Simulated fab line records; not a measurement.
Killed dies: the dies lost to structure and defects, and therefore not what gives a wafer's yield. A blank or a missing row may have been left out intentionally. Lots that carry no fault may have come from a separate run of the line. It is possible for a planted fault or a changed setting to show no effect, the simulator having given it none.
The tool behind it: which one? | flow nand-harc | 36 wafers from 12 lots sampled at 3 of the route's 1159 steps

WHAT EACH GAUGE READ, for each wafer
NHARC_P_M0_OVL_MEAS_10: pitch 180 nm.
lot  | measured     | on         | overlay-x-nm (nm)
L075 | day 6 09:02  | overlay-01 | 0.4 0.7 0.7
L077 | day 6 20:02  | overlay-02 | -0.7 -0.9 -0.5
L078 | day 7 00:08  | overlay-02 | 0.2 0.2 -0.2
L081 | day 7 14:34  | overlay-01 | 1.1 0.7 0.9
L083 | day 8 00:58  | overlay-02 | -0.1 0.2 0.1
L087 | day 8 21:51  | overlay-02 | 0.0 0.5 0.1
L085 | day 8 22:59  | overlay-01 | 0.6 -0.2 -0.3
L088 | day 9 16:50  | overlay-01 | -1.3 -1.2 -1.6
L090 | day 9 22:13  | overlay-01 | -0.3 -0.8 -0.6
L094 | day 10 22:18 | overlay-01 | -1.3 -0.9 -1.1
L095 | day 11 00:49 | overlay-02 | -0.9 -0.7 -0.6
L097 | day 11 06:01 | overlay-01 | -0.8 0.1 -0.6

EACH LOT AND THE TOOL THAT RAN IT (in order: tool; ch and the chambers of the sampled wafers; start)
lot  | NHARC_P_GATE_STRIP_95                | NHARC_P_GATE_RTA_64
L075 | plasma-asher-02 ch 1, day 5 18:16    | rtp-anneal-01 ch 0, day 5 18:49
L077 | plasma-asher-01 ch 0,1, day 6 07:04  | rtp-anneal-01 ch 0, day 6 07:40
L078 | plasma-asher-02 ch 0,1, day 6 09:40  | rtp-anneal-02 ch 0, day 6 10:19
L081 | plasma-asher-02 ch 0,1, day 7 05:43  | rtp-anneal-01 ch 0, day 7 06:22
L083 | plasma-asher-02 ch 0,1, day 7 17:05  | rtp-anneal-02 ch 0, day 7 17:42
L087 | plasma-asher-02 ch 0,1, day 8 14:02  | rtp-anneal-01 ch 0, day 8 14:35
L085 | plasma-asher-02 ch 0,1, day 8 14:52  | rtp-anneal-02 ch 0, day 8 15:32
L088 | plasma-asher-01 ch 0,1, day 9 03:42  | rtp-anneal-01 ch 0, day 9 04:16
L090 | plasma-asher-01 ch 0, day 9 08:55    | rtp-anneal-02 ch 0, day 9 09:31
L094 | plasma-asher-01 ch 0,1, day 10 12:34 | rtp-anneal-01 ch 0, day 10 13:10
L095 | plasma-asher-01 ch 0,1, day 10 17:04 | rtp-anneal-01 ch 0, day 10 17:37
L097 | plasma-asher-01 ch 0,1, day 10 22:05 | rtp-anneal-02 ch 0, day 10 22:40
- NHARC_P_GATE_STRIP_95: strips in O2.
- NHARC_P_GATE_RTA_64: time 1 s.

THE ANSWER, worked out from the rows above alone
Rule: the usual values come from the lots themselves. Put in order of their means at a reading, lots are off if they are a third of the lots or fewer, leave a main group of 4 or more, and stand apart from it by a gap of 3 or more times the standard deviation of the main group's means; of several such gaps the widest counts. A main group is skipped when, at the precision printed for the reading in the tables above, its means are all equal. A lot without any number at a reading at which 4 lots or more have one is off too. Any other lot the step has rows for is counted as sound.
No lot is off at any reading shown: from this, nothing can be told.

WHAT WAS PUT IN BY THE SIMULATOR
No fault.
